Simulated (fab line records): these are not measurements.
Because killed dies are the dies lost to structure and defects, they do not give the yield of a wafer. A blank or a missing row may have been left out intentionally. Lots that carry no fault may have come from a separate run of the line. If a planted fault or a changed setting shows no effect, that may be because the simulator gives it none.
fab line records -- flow n5_finfet
record: lots: 7, wafers: 21
route steps=1938 shown SDB@353 GATE_CUT@469 MOL_CONTACT_COAG@523 BEOL_M0_SAQP@641
start_h: start of the lot's first displayed wafer, in hours after the record's first day -- wait_h: hours from the lot's prior step to this one -- " same as the row above -- L1.1+2: one row covering several wafers at once -- - either no value or no given start -- * or withheld: withheld -- < > ~ a bound
route shown NAME@n: names a module that has steps shown in the file, with the first one's number in the route -- usual: the fault-free wafers' mean and standard deviation -- same: alike in all rows -- chamber/n: place in a boat -- sites: the reading at each site -- _std_site: the standard deviation of these -- _edge_site: outer sites' mean less inner sites' -- radius_mm: for every site, how far away it sits from the centre of the wafer -- mask NAME#n: copy n -- behind: the tool/chamber that last shaped the wafer -- hold: why the lot was held/for how many hours/how that ended -- device: which transistor (n, p or np) failed to switch -- end of line: tests of these same wafers at the route's end -- for a step that has no rows: nothing shown but its recipe -- killed: dies lost to structure and defects at the first sort, not the wafer's yield -- map: dies across one wafer; x = killed, . = not, _ = none there
set.NAME: the run value of the setting; set.NAME@STEP: its run value at that earlier step -- model.NAME: the simulator's own value behind a step, which no gauge read
lots whose settings were changed on purpose; a table a step, a row a wafer
== steps ==
step: N5_SDB_EXPOSE_08
recipe: mask_id: SDB, na: 1.35, source_shape: conventional, sigma_outer: 0.5, polarization: unpolarized, dose_mj: 49.6
lot.wafer,tool,chamber,start_h,wait_h,mask,set.dose_mj
L075.1,arfi_scanner-01,0,73.21,-,SDB#0,53.15
L075.2+3,arfi_scanner-01,0,73.21,-,SDB#0,49.6
L079.1+2,arfi_scanner-02,0,98.18,-,SDB#0,47.72
L079.5,arfi_scanner-02,0,98.18,-,SDB#0,49.6
L081.3+5,arfi_scanner-02,0,115.39,-,SDB#0,49.6
L081.6,arfi_scanner-02,0,115.39,-,SDB#0,46.24
L086.2,arfi_scanner-02,0,154.82,-,SDB#0,47.47
L086.4+6,arfi_scanner-02,0,154.82,-,SDB#0,49.6
L091.3+4,arfi_scanner-03,0,172.44,-,SDB#0,48.27
L091.6,arfi_scanner-03,0,172.44,-,SDB#0,49.6
L090.4+5,arfi_scanner-01,0,172.64,-,SDB#0,49.6
L090.6,arfi_scanner-01,0,172.64,-,SDB#0,52.04
L097.1+2+4,arfi_scanner-02,0,208.19,-,SDB#0,49.6
step: N5_SDB_PEB_09
recipe: peb_temp_c: withheld, peb_time_s: 60, resist: CAR-ArF
step: N5_SDB_DEVELOP_10
recipe: develop_time_s: 30, developer: TMAH, resist: CAR-ArF, rinse_liquid: diw, dry: air_spin, dev_temp_c: 23
step: N5_SDB_CD_MEAS_11
recipe: target_cd_nm: 50, landing_energy_ev: 500, detector: se_inlens, polarity: opening
usual: cd_nm: 48.7/1.3
lot.wafer,tool,chamber,start_h,wait_h,set.dose_mj@SDB_EXPOSE_08,cd_nm
L075.1,cd_sem-01,0,73.34,-,53.15,54.1
L075.2,cd_sem-01,0,73.34,-,49.6,48.1
L075.3,cd_sem-01,0,73.34,-,49.6,48.2
L079.1,cd_sem-01,0,98.30,-,47.72,46.0
L079.2,cd_sem-01,0,98.30,-,47.72,44.5
L079.5,cd_sem-01,0,98.30,-,49.6,48.3
L081.3,cd_sem-02,0,115.51,-,49.6,47.8
L081.5,cd_sem-02,0,115.51,-,49.6,47.5
L081.6,cd_sem-02,0,115.51,-,46.24,40.4
L086.2,cd_sem-01,0,154.95,-,47.47,43.9
L086.4,cd_sem-01,0,154.95,-,49.6,47.3
L086.6,cd_sem-01,0,154.95,-,49.6,49.0
L091.3,cd_sem-01,0,172.56,-,48.27,44.9
L091.4,cd_sem-01,0,172.56,-,48.27,45.9
L091.6,cd_sem-01,0,172.56,-,49.6,49.9
L090.4,cd_sem-02,0,172.76,-,49.6,50.0
L090.5,cd_sem-02,0,172.76,-,49.6,50.1
L090.6,cd_sem-02,0,172.76,-,52.04,53.9
L097.1,cd_sem-01,0,208.32,-,49.6,48.4
L097.2,cd_sem-01,0,208.32,-,49.6,48.9
L097.4,cd_sem-01,0,208.32,-,49.6,50.8
step: N5_SDB_DESCUM_16
recipe: chemistry: O2, time_s: 7.9, source_power_w: 50, bias_power_w: 20, pressure_mtorr: 20, rf_frequency_hz: 2.712e+07, temp_c: 40, resist: CAR-ArF, o2_flow_sccm: 225
step: N5_SDB_ETCH_17
recipe: chemistry: CF4, target: SiARC, target_depth_a: 234, mask_material: CAR-ArF, time_s: 39, ion_energy_ev: 80, pressure_mtorr: 40, source_w: 545, bias_w: 36, Ar_flow_sccm: 100, cf4_flow_sccm: 100, ends: cleared
lot.wafer,tool,chamber,start_h,wait_h,set.dose_mj@SDB_EXPOSE_08,model.SDB.cd_offset_nm
L075.1,rie_diel-04,3,73.46,0.0,53.15,4.4
L075.2,rie_diel-04,1,73.46,0.0,49.6,-1.8
L075.3,rie_diel-04,0,73.46,0.0,49.6,-1.6
L079.1,rie_diel-04,3,98.43,0.0,47.72,-3.8
L079.2,rie_diel-04,0,98.43,0.0,47.72,-5.2
L079.5,rie_diel-04,3,98.43,0.0,49.6,-1.4
L081.3,rie_diel-03,0,115.63,0.0,49.6,-2.2
L081.5,rie_diel-03,0,115.63,0.0,49.6,-3
L081.6,rie_diel-03,1,115.63,0.0,46.24,-9.8
L086.2,rie_diel-05,3,155.09,0.0,47.47,-6.2
L086.4,rie_diel-05,1,155.09,0.0,49.6,-2.4
L086.6,rie_diel-05,3,155.09,0.0,49.6,-1.2
L091.3,rie_diel-03,1,172.68,0.0,48.27,-5.4
L091.4,rie_diel-03,3,172.68,0.0,48.27,-4.4
L091.6,rie_diel-03,3,172.68,0.0,49.6,-0.4
L090.4,rie_diel-05,2,172.87,0.0,49.6,0
L090.5,rie_diel-05,2,172.87,0.0,49.6,-0.2
L090.6,rie_diel-05,3,172.87,0.0,52.04,4.2
L097.1,rie_diel-03,0,208.56,0.0,49.6,-1.8
L097.2,rie_diel-03,3,208.56,0.0,49.6,-1.4
L097.4,rie_diel-03,1,208.56,0.0,49.6,0.6
step: N5_GATE_CUT_ETCH_58
recipe: chemistry: CH3F/O2, target: SiNx, target_depth_a: 170, time_s: 128.6, ion_energy_ev: 50, pressure_mtorr: 30, source_w: 415, bias_w: 21, Ar_flow_sccm: 150, CH3F_flow_sccm: 30, O2_flow_sccm: 20
usual: rf_vpp_V: 99.3/0.91
lot.wafer,tool,chamber,start_h,wait_h,set.source_w,rf_vpp_V
L075.1,rie_diel-01,3,87.35,0.1,415,98.3
L075.2,rie_diel-01,2,87.35,0.1,415,98.5
L075.3,rie_diel-01,1,87.35,0.1,415,100.1
L079.1,rie_diel-01,3,115.40,0.0,356.4,105.7
L079.2,rie_diel-01,1,115.40,0.0,415,99.2
L079.5,rie_diel-01,2,115.40,0.0,356.4,105.1
L081.3,rie_diel-02,3,129.68,0.1,460.9,94.3
L081.5,rie_diel-02,0,129.68,0.1,415,100.3
L081.6,rie_diel-02,3,129.68,0.1,460.9,95.9
L086.2,rie_diel-02,3,169.27,0.0,415,99.2
L086.4,rie_diel-02,1,169.27,0.0,415,99.7
L086.6,rie_diel-02,1,169.27,0.0,415,99.3
L091.3,rie_diel-02,1,186.70,0.0,415,99.9
L091.4,rie_diel-02,0,186.70,0.0,415,99.8
L091.6,rie_diel-02,0,186.70,0.0,415,100.5
L090.4,rie_diel-06,3,187.62,0.3,353.4,103.2
L090.5,rie_diel-06,3,187.62,0.3,415,97.9
L090.6,rie_diel-06,0,187.62,0.3,353.4,105.5
L097.1,rie_diel-06,1,223.08,0.1,415,99.6
L097.2,rie_diel-06,3,223.08,0.1,415,98.3
L097.4,rie_diel-06,2,223.08,0.1,415,98.4
step: N5_MOL_CONTACT_COAG_EXPOSE_05
recipe: mask_id: CA, na: 0.33, source_shape: annular, sigma_inner: 0.4, sigma_outer: 0.8, polarization: unpolarized, defocus_nm: 0, dose_mj: 38.25
lot.wafer,tool,chamber,start_h,wait_h,mask,set.dose_mj
L075.1+2,euv_scanner-01,0,99.59,-,CA#0,38.25
L075.3,euv_scanner-01,0,99.59,-,CA#0,35.47
L079.1+2+5,euv_scanner-01,0,122.40,-,CA#0,38.25
L081.3+5,euv_scanner-02,0,136.92,-,CA#0,38.25
L081.6,euv_scanner-02,0,136.92,-,CA#0,36.69
L086.2+4,euv_scanner-02,0,176.29,-,CA#0,40.73
L086.6,euv_scanner-02,0,176.29,-,CA#0,38.25
L091.3,euv_scanner-01,0,194.14,-,CA#0,39.95
L091.4+6,euv_scanner-01,0,194.14,-,CA#0,38.25
L090.4,euv_scanner-02,0,196.31,-,CA#0,38.25
L090.5+6,euv_scanner-02,0,196.31,-,CA#0,40.23
L097.1+2+4,euv_scanner-01,0,230.15,-,CA#0,38.25
step: N5_MOL_CONTACT_COAG_PEB_06
recipe: peb_temp_c: 100, peb_time_s: 60, resist: CAR-EUV
step: N5_MOL_CONTACT_COAG_DEVELOP_07
recipe: develop_time_s: 30, developer: TMAH, resist: CAR-EUV, rinse_liquid: surfactant_rinse, dry: air_spin, dev_temp_c: 23
step: N5_MOL_CONTACT_COAG_CD_MEAS_08
recipe: target_cd_nm: 28, landing_energy_ev: 500, detector: se_inlens, polarity: opening
usual: cd_nm: 28.19/0.27
lot.wafer,tool,chamber,start_h,wait_h,set.dose_mj@MOL_CONTACT_COAG_EXPOSE_05,cd_nm
L075.1,cd_sem-02,0,99.72,-,38.25,28.21
L075.2,cd_sem-02,0,99.72,-,38.25,28.25
L075.3,cd_sem-02,0,99.72,-,35.47,26.19
L079.1,cd_sem-01,0,122.53,-,38.25,28.43
L079.2,cd_sem-01,0,122.53,-,38.25,28.01
L079.5,cd_sem-01,0,122.53,-,38.25,28.16
L081.3,cd_sem-01,0,137.04,-,38.25,28.48
L081.5,cd_sem-01,0,137.04,-,38.25,28.34
L081.6,cd_sem-01,0,137.04,-,36.69,26.94
L086.2,cd_sem-03,0,176.41,-,40.73,29.87
L086.4,cd_sem-03,0,176.41,-,40.73,29.56
L086.6,cd_sem-03,0,176.41,-,38.25,28.25
L091.3,cd_sem-03,0,194.26,-,39.95,28.60
L091.4,cd_sem-03,0,194.26,-,38.25,28.36
L091.6,cd_sem-03,0,194.26,-,38.25,27.69
L090.4,cd_sem-02,0,196.42,-,38.25,28.15
L090.5,cd_sem-02,0,196.42,-,40.23,29.27
L090.6,cd_sem-02,0,196.42,-,40.23,29.18
L097.1,cd_sem-03,0,230.28,-,38.25,28.34
L097.2,cd_sem-03,0,230.28,-,38.25,28.27
L097.4,cd_sem-03,0,230.28,-,38.25,28.31
step: N5_MOL_CONTACT_COAG_DESCUM_13
recipe: chemistry: O2, time_s: 7, source_power_w: 50, bias_power_w: 20, pressure_mtorr: 20, rf_frequency_hz: 2.712e+07, temp_c: 40, resist: CAR-EUV, o2_flow_sccm: 225
step: N5_MOL_CONTACT_COAG_ETCH_59
recipe: chemistry: N2/H2, target: underlayer, target_depth_a: 130, mask_material: CAR-EUV, time_s: 10.4, ion_energy_ev: 200, pressure_mtorr: 30, source_w: 840, bias_w: 150, n2_flow_sccm: 200, h2_flow_sccm: 200, ends: cleared
lot.wafer,tool,chamber,start_h,wait_h,set.dose_mj@MOL_CONTACT_COAG_EXPOSE_05,model.MOL_CONTACT_COAG.cd_offset_nm
L075.1+2,rie_diel-03,"1,0",99.87,0.0,38.25,0
L075.3,rie_diel-03,2,99.87,0.0,35.47,-2
L079.1,rie_diel-04,0,122.74,0.0,38.25,0.4
L079.2+5,rie_diel-04,1,122.74,0.0,38.25,0.2
L081.3+5,rie_diel-03,"1,2",137.19,0.0,38.25,0
L081.6,rie_diel-03,3,137.19,0.0,36.69,-0.6
L086.2+4,rie_diel-03,"0,3",176.57,0.0,40.73,1.8
L086.6,rie_diel-03,3,176.57,0.0,38.25,0.4
L091.3,rie_diel-03,2,194.41,0.0,39.95,0.6
L091.4+6,rie_diel-03,"2,3",194.41,0.0,38.25,0
L090.4,rie_diel-05,1,196.58,0.0,38.25,0.2
L090.5,rie_diel-05,0,196.58,0.0,40.23,1.8
L090.6,rie_diel-05,1,196.58,0.0,40.23,1.4
L097.1+4,rie_diel-04,"1,2",230.55,0.0,38.25,0.2
L097.2,rie_diel-04,2,230.55,0.0,38.25,0
step: N5_MOL_CONTACT_COAG_ETCH_105
recipe: chemistry: CF4, target: SiARC, target_depth_a: 156, mask_material: CAR-EUV, time_s: 26, ion_energy_ev: 80, pressure_mtorr: 40, source_w: 545, bias_w: 36, Ar_flow_sccm: 100, cf4_flow_sccm: 100, ends: cleared
lot.wafer,tool,chamber,start_h,wait_h,set.dose_mj@MOL_CONTACT_COAG_EXPOSE_05,model.MOL_CONTACT_COAG.cd_offset_nm
L075.1+2,rie_diel-03,"1,0",99.89,0.0,38.25,0
L075.3,rie_diel-03,2,99.89,0.0,35.47,-2
L079.1,rie_diel-04,0,122.76,0.0,38.25,0.4
L079.2+5,rie_diel-04,1,122.76,0.0,38.25,0
L081.3,rie_diel-03,1,137.21,0.0,38.25,0
L081.5,rie_diel-03,2,137.21,0.0,38.25,-0.2
L081.6,rie_diel-03,3,137.21,0.0,36.69,-0.6
L086.2,rie_diel-03,0,176.59,0.0,40.73,1.8
L086.4,rie_diel-03,3,176.59,0.0,40.73,2
L086.6,rie_diel-03,3,176.59,0.0,38.25,0.4
L091.3,rie_diel-03,2,194.43,0.0,39.95,0.4
L091.4,rie_diel-03,2,194.43,0.0,38.25,-0.2
L091.6,rie_diel-03,3,194.43,0.0,38.25,0.2
L090.4,rie_diel-05,1,196.60,0.0,38.25,0.2
L090.5,rie_diel-05,0,196.60,0.0,40.23,1.8
L090.6,rie_diel-05,1,196.60,0.0,40.23,1.4
L097.1,rie_diel-04,1,230.56,0.0,38.25,0.2
L097.2+4,rie_diel-04,2,230.56,0.0,38.25,0
step: N5_MOL_CONTACT_COAG_CONTACT_ETCH_14
recipe: chemistry: C4F6/O2, target: SiO2, target_depth_a: 275, overetch_a: 85, mask_material: SOC, pressure_mtorr: 30, source_w: 370, bias_w: 185, Ar_flow_sccm: 300, C4F6_flow_sccm: 16, O2_flow_sccm: 10, time_s: 20, ion_energy_ev: 259.6
usual: rf_vpp_V: 692.7/2.3
lot.wafer,tool,chamber,start_h,wait_h,set.source_w,rf_vpp_V
L075.1,rie_diel-03,1,100.02,0.0,370,694.5
L075.2,rie_diel-03,0,100.02,0.0,370,690.5
L075.3,rie_diel-03,2,100.02,0.0,370,694.0
L079.1,rie_diel-04,0,122.89,0.0,370,693.9
L079.2,rie_diel-04,1,122.89,0.0,370,690.5
L079.5,rie_diel-04,1,122.89,0.0,370,690.9
L081.3,rie_diel-03,1,137.34,0.0,424.8,673.0
L081.5,rie_diel-03,2,137.34,0.0,370,694.4
L081.6,rie_diel-03,3,137.34,0.0,424.8,661.4
L086.2,rie_diel-03,0,176.72,0.0,370,693.0
L086.4,rie_diel-03,3,176.72,0.0,404.8,673.3
L086.6,rie_diel-03,3,176.72,0.0,370,694.4
L091.3,rie_diel-03,2,194.56,0.0,370,694.7
L091.4,rie_diel-03,2,194.56,0.0,332.8,712.8
L091.6,rie_diel-03,3,194.56,0.0,332.8,712.8
L090.4,rie_diel-05,1,196.73,0.0,424.1,661.3
L090.5,rie_diel-05,0,196.73,0.0,424.1,664.4
L090.6,rie_diel-05,1,196.73,0.0,370,693.7
L097.1,rie_diel-04,1,230.69,0.0,370,688.9
L097.2,rie_diel-04,2,230.69,0.0,370,689.9
L097.4,rie_diel-04,2,230.69,0.0,370,691.2
step: N5_MOL_CONTACT_COAG_STRIP_109
recipe: chemistry: C4F6/O2, resist: SiARC, rf_frequency_hz: 6e+07
step: N5_MOL_CONTACT_COAG_ETCH_15
recipe: chemistry: CH3F/O2, target: SiNx, target_depth_a: 70, mask_material: SOC, stop_on: Si:P, over_etch_frac: 0.75, ion_energy_ev: 120, pressure_mtorr: 30, source_w: 395, bias_w: 73, Ar_flow_sccm: 150, CH3F_flow_sccm: 30, O2_flow_sccm: 20
step: N5_MOL_CONTACT_COAG_ETCH_110
recipe: chemistry: CF4/O2, target: Si, target_depth_a: 25, time_s: 8, pressure_mtorr: 100, source_w: 200, bias_w: 12, ion_energy_ev: 60, Ar_flow_sccm: 100, cf4_flow_sccm: 100, O2_flow_sccm: 10
lot.wafer,tool,chamber,start_h,wait_h,set.dose_mj@MOL_CONTACT_COAG_EXPOSE_05,model.MOL_CONTACT_COAG.cd_offset_nm
L075.1+2,rie_diel-03,"1,0",100.12,0.0,38.25,-0.6
L075.3,rie_diel-03,2,100.12,0.0,35.47,-2
L079.1,rie_diel-04,0,122.98,0.0,38.25,0.8
L079.2,rie_diel-04,1,122.98,0.0,38.25,0
L079.5,rie_diel-04,1,122.98,0.0,38.25,0.2
L081.3,rie_diel-03,1,137.44,0.0,38.25,0
L081.5,rie_diel-03,2,137.44,0.0,38.25,-0.2
L081.6,rie_diel-03,3,137.44,0.0,36.69,-0.6
L086.2,rie_diel-03,0,176.81,0.0,40.73,1.4
L086.4,rie_diel-03,3,176.81,0.0,40.73,2
L086.6,rie_diel-03,3,176.81,0.0,38.25,0.6
L091.3,rie_diel-03,2,194.65,0.0,39.95,0.4
L091.4,rie_diel-03,2,194.65,0.0,38.25,-0.2
L091.6,rie_diel-03,3,194.65,0.0,38.25,0
L090.4,rie_diel-05,1,196.82,0.0,38.25,0.2
L090.5,rie_diel-05,0,196.82,0.0,40.23,1.4
L090.6,rie_diel-05,1,196.82,0.0,40.23,1.2
L097.1,rie_diel-04,1,230.79,0.0,38.25,0.2
L097.2,rie_diel-04,2,230.79,0.0,38.25,-0.4
L097.4,rie_diel-04,2,230.79,0.0,38.25,0
step: N5_MOL_CONTACT_COAG_STRIP_98
recipe: chemistry: N2/H2, power_w: 500, temp_c: 40, pressure_mtorr: 50, rf_frequency_hz: 6e+07, overash_fraction: 0.3, bias_power_w: 8, h2_frac: 0.5, n2_flow_sccm: 300, h2_flow_sccm: 300
step: N5_MOL_CONTACT_COAG_CD_MEAS_99
recipe: target_cd_nm: 17.2, polarity: opening
usual: cd_nm: 17.3/0.44
lot.wafer,tool,chamber,start_h,wait_h,set.dose_mj@MOL_CONTACT_COAG_EXPOSE_05,cd_nm
L075.1,cd_sem-01,-,100.24,-,38.25,16.7
L075.2,cd_sem-01,-,100.24,-,38.25,16.4
L075.3,cd_sem-01,-,100.24,-,35.47,15.1
L079.1,cd_sem-03,-,123.10,-,38.25,17.9
L079.2,cd_sem-03,-,123.10,-,38.25,17.3
L079.5,cd_sem-03,-,123.10,-,38.25,17.5
L081.3,cd_sem-01,-,137.56,-,38.25,17.3
L081.5,cd_sem-01,-,137.56,-,38.25,17.1
L081.6,cd_sem-01,-,137.56,-,36.69,16.3
L086.2,cd_sem-02,-,176.93,-,40.73,18.7
L086.4,cd_sem-02,-,176.93,-,40.73,19.1
L086.6,cd_sem-02,-,176.93,-,38.25,17.8
L091.3,cd_sem-02,-,194.78,-,39.95,17.6
L091.4,cd_sem-02,-,194.78,-,38.25,17.1
L091.6,cd_sem-02,-,194.78,-,38.25,17.1
L090.4,cd_sem-03,-,196.94,-,38.25,17.5
L090.5,cd_sem-03,-,196.94,-,40.23,18.4
L090.6,cd_sem-03,-,196.94,-,40.23,18.5
L097.1,cd_sem-03,-,230.91,-,38.25,17.4
L097.2,cd_sem-03,-,230.91,-,38.25,16.8
L097.4,cd_sem-03,-,230.91,-,38.25,17.0
step: N5_MOL_CONTACT_COAG_ALD_133
recipe: material: SiO2, target_thk_a: 50, temp_c: 100, ald_precursor_family: BDEAS, ald_co_reactant: O2-plasma, pulse_time_s: 1, co_reactant_pulse_time_s: 1, purge_time_s: 2, co_reactant_purge_time_s: 2, ald_cycles: 35, pressure_torr: 2
lot.wafer,tool,chamber,start_h,wait_h,set.ald_cycles,model.SiO2_of_MOL_CONTACT_COAG_ALD_133.thk_nm
L075.1+3,ald_sin-03,"3,1",112.34,1.0,35,5
L075.2,ald_sin-03,2,112.34,1.0,33,4.6
L079.1+5,ald_sin-01,2,135.14,0.1,35,5
L079.2,ald_sin-01,0,135.14,0.1,33,4.8
L081.3+5,ald_sin-03,"2,3",148.22,0.8,31,4.4
L081.6,ald_sin-03,0,148.22,0.8,35,5
L086.2+4+6,ald_sin-03,"3,0,2",189.98,0.2,35,5
L091.3+4,ald_sin-02,"2,3",210.59,0.1,35,5
L091.6,ald_sin-02,0,210.59,0.1,37,5.2
L090.4+5,ald_sin-02,"2,0",211.21,0.1,35,5
L090.6,ald_sin-02,1,211.21,0.1,40,5.8
L097.1+2+4,ald_sin-02,"0,2,3",241.76,0.3,35,5
step: N5_BEOL_M0_SAQP_COAT_81
recipe: resist: SOC, temp_c: 250, time_s: 60, spin_rpm: 1500, resist_thk_nm: 100
lot.wafer,tool,chamber,start_h,wait_h,set.spin_rpm,model.SOC_of_BEOL_M0_SAQP_COAT_81.thk_nm
L075.1,litho_track-04,0,117.70,0.1,1558,98
L075.2,litho_track-04,0,117.70,0.1,1500,100
L075.3,litho_track-04,0,117.70,0.1,1500,99.6
L079.1,litho_track-02,0,141.94,0.1,1500,100.2
L079.2,litho_track-02,0,141.94,0.1,1610,96.6
L079.5,litho_track-02,0,141.94,0.1,1610,96.4
L081.3,litho_track-02,0,153.56,0.1,1500,100.6
L081.5,litho_track-02,0,153.56,0.1,1500,100.4
L081.6,litho_track-02,0,153.56,0.1,1500,100.2
L086.2,litho_track-04,0,198.15,0.1,1500,100
L086.4,litho_track-04,0,198.15,0.1,1381,104.2
L086.6,litho_track-04,0,198.15,0.1,1500,100.2
L091.3,litho_track-04,0,216.93,0.1,1382,104.2
L091.4,litho_track-04,0,216.93,0.1,1382,104.4
L091.6,litho_track-04,0,216.93,0.1,1500,100.4
L090.4,litho_track-02,0,219.90,0.0,1500,100.6
L090.5,litho_track-02,0,219.90,0.0,1367,105.8
L090.6,litho_track-02,0,219.90,0.0,1367,105.2
L097.1+4,litho_track-02,0,247.97,0.1,1500,100.2
L097.2,litho_track-02,0,247.97,0.1,1500,100.6
== key ==
split: step: N5_SDB_EXPOSE_08, setting: dose_mj, stated: 49.6, by: wafer
response: step: N5_SDB_CD_MEAS_11, reading: cd_nm, change: +0.943, per: 1%, r: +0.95
response: step: N5_SDB_ETCH_17, reading: model.SDB.cd_offset_nm, change: +0.969, per: 1%, r: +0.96
split: step: N5_GATE_CUT_ETCH_58, setting: source_w, stated: 415, by: wafer
response: step: N5_GATE_CUT_ETCH_58, reading: rf_vpp_V, change: -0.445, per: 1%, r: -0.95
split: step: N5_MOL_CONTACT_COAG_EXPOSE_05, setting: dose_mj, stated: 38.25, by: wafer
response: step: N5_MOL_CONTACT_COAG_CD_MEAS_08, reading: cd_nm, change: +0.243, per: 1%, r: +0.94
response: step: N5_MOL_CONTACT_COAG_ETCH_59, reading: model.MOL_CONTACT_COAG.cd_offset_nm, change: +0.228, per: 1%, r: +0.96
response: step: N5_MOL_CONTACT_COAG_ETCH_105, reading: model.MOL_CONTACT_COAG.cd_offset_nm, change: +0.224, per: 1%, r: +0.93
response: step: N5_MOL_CONTACT_COAG_ETCH_110, reading: model.MOL_CONTACT_COAG.cd_offset_nm, change: +0.173, per: 1%, r: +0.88
response: step: N5_MOL_CONTACT_COAG_CD_MEAS_99, reading: cd_nm, change: +0.182, per: 1%, r: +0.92
split: step: N5_MOL_CONTACT_COAG_CONTACT_ETCH_14, setting: source_w, stated: 370, by: wafer
response: step: N5_MOL_CONTACT_COAG_CONTACT_ETCH_14, reading: rf_vpp_V, change: -1.97, per: 1%, r: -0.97
split: step: N5_MOL_CONTACT_COAG_ALD_133, setting: ald_cycles, stated: 35, by: wafer
response: step: N5_MOL_CONTACT_COAG_ALD_133, reading: model.SiO2_of_MOL_CONTACT_COAG_ALD_133.thk_nm, change: +0.0528, per: 1%, r: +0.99
split: step: N5_BEOL_M0_SAQP_COAT_81, setting: spin_rpm, stated: 1500, by: wafer
response: step: N5_BEOL_M0_SAQP_COAT_81, reading: model.SOC_of_BEOL_M0_SAQP_COAT_81.thk_nm, change: -0.517, per: 1%, r: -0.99
